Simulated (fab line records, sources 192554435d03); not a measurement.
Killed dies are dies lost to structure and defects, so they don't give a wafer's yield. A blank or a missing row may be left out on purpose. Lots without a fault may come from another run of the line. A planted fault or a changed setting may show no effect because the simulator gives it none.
A struck lot beside a sound one | flow n5_finfet | 40 steps out of a route of 1938
Sound: wafers L913.2, L913.3, L913.6. Struck: wafers L920.1, L920.2, L920.4. The cause comes at the end.
At each step with rows: each side's tool, then ch and its chambers, then its first start. Under that, the readings that differ: sound wafers | struck wafers | difference of the means | sigmas: that difference in standard deviations of wafers without a fault.
alike: readings whose means differ by less than 2 such deviations, and words and numbers that are the same on both sides. not compared: withheld readings, readings that some wafer has no value for, bounds like >300 that may hide the same value, and numbers for which the record gives no deviation and whose values overlap.
The two part at a step that has a row with sigmas, a row that says differs or no value, or rows on one side only. Numbers that don't overlap but have no deviation are shown without sigmas and don't part them. A reading that every wafer of one side lacks parts them only if that side has two wafers or more.

first, 7 steps without rows for these wafers: N5_BEOL_M2_SPUTTER_79 (material Cu, target thk 4.5 nm, time 8.29 s); N5_BEOL_M2_ANNEAL_80 (time 240 s); N5_BEOL_M2_SPUTTER_81 (material Cu, target thk 4.5 nm, time 8.29 s); N5_BEOL_M2_ANNEAL_82 (time 240 s); N5_BEOL_M2_SPUTTER_86 (material Cu, target thk 4.5 nm, time 8.29 s); N5_BEOL_M2_ANNEAL_87 (time 240 s); N5_BEOL_M2_SPUTTER_88 (material Cu, target thk 4.5 nm, time 8.29 s).
N5_BEOL_M2_ANNEAL_89: time 240 s.
  sound on pvd_sputter-01, day 7 11:19; struck on pvd_sputter-03, day 8 22:35
  alike: heater_power_w
then, 1 step without rows for these wafers: N5_BEOL_M2_SPUTTER_90 (material Cu, target thk 4.5 nm, time 8.29 s).
N5_BEOL_M2_ANNEAL_91: time 240 s.
  sound on pvd_sputter-01, day 7 11:32; struck on pvd_sputter-03, day 8 22:48
  alike: heater_power_w
N5_BEOL_M2_SPUTTER_92: material Cu, target thk 4.5 nm, time 8.29 s.
  sound on pvd_sputter-01, day 7 11:40; struck on pvd_sputter-03, day 8 22:56
  alike: throttle_valve_pct
then, 1 step without rows for these wafers: N5_BEOL_M2_ANNEAL_93 (time 240 s).
N5_BEOL_M2_SPUTTER_94: material Cu, target thk 4.5 nm, time 8.29 s.
  sound on pvd_sputter-01, day 7 11:53; struck on pvd_sputter-03, day 8 23:10
  alike: throttle_valve_pct
then, 4 steps without rows for these wafers: N5_BEOL_M2_ANNEAL_95 (time 240 s); N5_BEOL_M2_SPUTTER_96 (material Cu, target thk 4.5 nm, time 8.29 s); N5_BEOL_M2_ECD_50 (material Cu, target thk 300 nm); N5_BEOL_M2_ANNEAL_51 (time 90 s).
N5_BEOL_M2_CMP_52: polishes, stops on SiOC, t overpolish 6.8 s, target thk 40 nm.
  sound on cmp-03 ch 0,1,3, day 7 12:40; struck on cmp-03 ch 0,1,3, day 8 23:57
  alike: barrier_field_endpoint_s, clearing_platen_down_force_psi, motor_current_A, overpolish_run_s, time_to_endpoint_s
N5_BEOL_M2_PRE_CLEAN_60: time 15 s.
  sound on cvd_co-01 ch 0,1,2, day 7 13:01; struck on cvd_co-01 ch 0,1,2, day 9 00:15
  alike: heater_power_w
then, 3 steps without rows for these wafers: N5_BEOL_M2_CO_CAP_55 (material Co, precursor CCTBA/H2, target thk 2 nm, time 102.1 s); N5_BEOL_M2_PRE_CLEAN_56 (time 15 s); N5_BEOL_M2_DEP_57 (deposits SiCN from 3MS/NH3, target thk 8 nm, time 14 s).
N5_BEOL_M2_RS_MEAS_58: measures by four-point-probe.
  sound on film_metro-01, day 7 13:15; struck on film_metro-02, day 9 00:28
  alike: M2_RS
then, 1 step without rows for these wafers: N5_BEOL_M3_ILD_DEP_00 (deposits SiOC from DEMS/O2, target thk 79 nm, time 15.3 s).
N5_BEOL_M3_THK_MEAS_01:
  sound on film_metro-02, day 7 13:23; struck on film_metro-02, day 9 00:36
  alike: M3_ILD_THK
then, 11 steps without rows for these wafers: N5_BEOL_M3_PECVD_72 (deposits SiO2 from TEOS/O2, target thk 16 nm, time 18 s); N5_BEOL_M3_HM_DEP_02 (deposits TiN, target thk 20 nm); N5_BEOL_M3_COAT_61 (time 60 s, resist thk 60 nm); N5_BEOL_M3_COAT_62 (time 60 s, resist thk 12 nm); N5_BEOL_M3_COAT_73 (time 60 s, resist thk 5 nm); N5_BEOL_M3_COAT_05 (resist thk 30 nm); N5_BEOL_M3_EBR_07; N5_BEOL_M3_SOFTBAKE_06 (time 60 s); N5_BEOL_M3_EXPOSE_08 (exposes mask M3); N5_BEOL_M3_PEB_09 (peb time 60 s); N5_BEOL_M3_DEVELOP_10 (develop time 30 s).
N5_BEOL_M3_CD_MEAS_11: target cd 17.05 nm.
  sound on cd_sem-02 ch 0, day 7 14:02; struck on cd_sem-01 ch 0, day 9 03:09
  alike: cd_nm
N5_BEOL_M3_OVL_MEAS_12:
  sound on overlay-02 ch 0, day 7 14:05; struck on overlay-02 ch 0, day 9 03:11
  alike: M3_OVL
then, 1 step without rows for these wafers: N5_BEOL_M3_DESCUM_16 (chemistry O2, time 7 s).
-- the record jumps here: 5 days lie between the struck wafers' starts before and after (it left off in module BEOL_M3 and takes up again in module PASSIVATION, whose first step shown is number 1936 of the route) --
N5_PASSIVATION_PROBE_49:
  sound on prober-02, day 12 22:47; struck on prober-01, day 14 00:52
  reading                  | sound          | struck         | difference | sigmas
  defect_limited_yield (%) | 88.9 91.5 90.8 | 89.2 80.1 86.9 | -5.0       | -3
  killed_at_M0_to_M3       | 33 22 19       | 69 138 85      | +73        | +8
  killed_dies              | 131 100 108    | 128 235 155    | +60        | +3
  sort_bin_5_function (%)  | 6.2 5.3 4.7    | 6.9 12.0 7.9   | +3.5       | +4
  sort_n_pass              | 1049 1080 1072 | 1052 945 1025  | -60        | -3
  sort_yield_pct (%)       | 88.9 91.5 90.8 | 89.2 80.1 86.9 | -5.0       | -3
  alike: killed_at_M4_up, killed_at_contacts, killed_at_front_end, killed_at_other, killed_on_rim, killed_open, killed_short, sort_bin_6_memory

WHERE THEY PART
Only at N5_PASSIVATION_PROBE_49, within this record.

WHY: what the simulator had put in
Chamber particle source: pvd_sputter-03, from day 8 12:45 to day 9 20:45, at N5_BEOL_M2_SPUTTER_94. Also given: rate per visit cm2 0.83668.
